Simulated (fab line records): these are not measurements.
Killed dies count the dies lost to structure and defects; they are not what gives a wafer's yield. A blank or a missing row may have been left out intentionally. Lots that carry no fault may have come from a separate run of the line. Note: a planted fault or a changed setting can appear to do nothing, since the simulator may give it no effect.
Split-lot experiment -- flow n5-finfet -- 21 wafers read across 7 lots, on a route 1938 steps long

== THE SPLIT ==
At N5_BEOL_M6_COAT_05 (resist thk 90 nm), the setting spin-rpm was moved away from the recipe's 1500 rpm on 10 of the 21 wafers read, by -9.2% to +10.7%. The other wafers ran this setting at the recipe's value.

== FROM THE SPLIT TO THE READING: what the file shows between them, 2 steps ==
- N5_BEOL_M6_EBR_07
- N5_BEOL_M6_SOFTBAKE_06: time 60 s

== THE READING ==
CAR-ArF_of_BEOL_M6_COAT_05.thk-nm (the simulator's own value, which no gauge read), in nm, at N5_BEOL_M6_DESCUM_16 (chemistry O2, time 7.9 s). No usual value for it is given in the file. Average 83.5 nm, standard deviation 0.25 nm, over the 11 wafers here run with the recipe.

wafer,"tool, chamber at the split","spin-rpm as run, rpm",against the recipe,"CAR-ArF_of_BEOL_M6_COAT_05.thk-nm, nm",against lot-mates on the recipe
L077.2,"litho-track-03, 0",1500,recipe,83.4,-
L077.3,"litho-track-03, 0",1500,recipe,83.8,-
L077.5,"litho-track-03, 0",1660,+10.7%,78.8,-4.8
L078.2,"litho-track-04, 0",1500,recipe,83.2,-
L078.3,"litho-track-04, 0",1659,+10.6%,78.8,-4.4
L078.5,"litho-track-04, 0",1659,+10.6%,78.6,-4.6
L080.2,"litho-track-04, 0",1500,recipe,83.4,-
L080.4,"litho-track-04, 0",1500,recipe,83.4,-
L080.3,"litho-track-04, 0",1500,recipe,83.2,-
L079.3,"litho-track-05, 0",1500,recipe,83.4,-
L079.4,"litho-track-05, 0",1500,recipe,83.8,-
L079.6,"litho-track-05, 0",1500,recipe,84,-
L086.1,"litho-track-03, 0",1362,-9.2%,87.6,no lot-mate on the recipe
L086.2,"litho-track-03, 0",1362,-9.2%,88,no lot-mate on the recipe
L086.3,"litho-track-03, 0",1362,-9.2%,87.8,no lot-mate on the recipe
L090.3,"litho-track-05, 0",1596,+6.4%,81,-2.6
L090.6,"litho-track-05, 0",1596,+6.4%,81,-2.6
L090.5,"litho-track-05, 0",1500,recipe,83.6,-
L091.1,"litho-track-04, 0",1500,recipe,83.4,-
L091.4,"litho-track-04, 0",1630,+8.7%,80,-3.4
L091.6,"litho-track-04, 0",1630,+8.7%,80,-3.4

THE FIT
A straight line over all 21 wafers: CAR-ArF_of_BEOL_M6_COAT_05.thk-nm changes by -0.444 nm for each +1% of spin-rpm; r = -1.00; the points scatter about the line by 0.25 nm.
The same after taking each lot's own level away (the mean of its wafers on the recipe; 18 wafers): -0.42 nm for each +1%; r = -1.00; scatter 0.19 nm.
That fit puts the effect of the largest move of spin-rpm on the reading at 4.5 nm.
Measured against the standard deviation above, the lots' own levels, which go from 83.20 to 83.73 nm, span 2.2 times it.
Consequently the slope shifts little with the lot-to-lot level, the two slopes agreeing.
Check: for one of the wafers moved furthest among these (+10.7%), held out of the fit, the line's prediction against its lot-mates is -4.38 nm. Against them it came out at -4.8 nm.

== FURTHER SPLITS ON THESE WAFERS ==
Other splits were also applied to these wafers ahead of the reading. Each is held against what the fit with the lots' levels taken away leaves over:
other split on the same wafers,wafers away from the commonest value,r with CAR-ArF_of_BEOL_M6_COAT_05.thk-nm (lot level and that fit taken away)
N5_BEOL_M5_ILD_DEP_00 time-s,7,-0.27
N5_BEOL_M5_HM_DEP_02 target-thk-a,6,+0.33
N5_BEOL_M6_HM_DEP_02 target-thk-a,7,+0.01

== THE WHOLE CHAIN: every reading that the file lists as answering this split, in the file's order ==
step,what it does,reading,change (the file's fit),r (the file's)
N5_BEOL_M6_COAT_05,resist thk 90 nm,"CAR-ArF_of_BEOL_M6_COAT_05.thk-nm (the simulator's own value, which no gauge read)",-0.429 nm for each +1% of the setting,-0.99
N5_BEOL_M6_DESCUM_16,"chemistry O2, time 7.9 s","CAR-ArF_of_BEOL_M6_COAT_05.thk-nm (the simulator's own value, which no gauge read)",-0.424 nm for each +1% of the setting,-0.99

== FILE'S OWN FIT ==
CAR-ArF_of_BEOL_M6_COAT_05.thk-nm changes by -0.424 nm for each +1% of spin-rpm, r = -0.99.
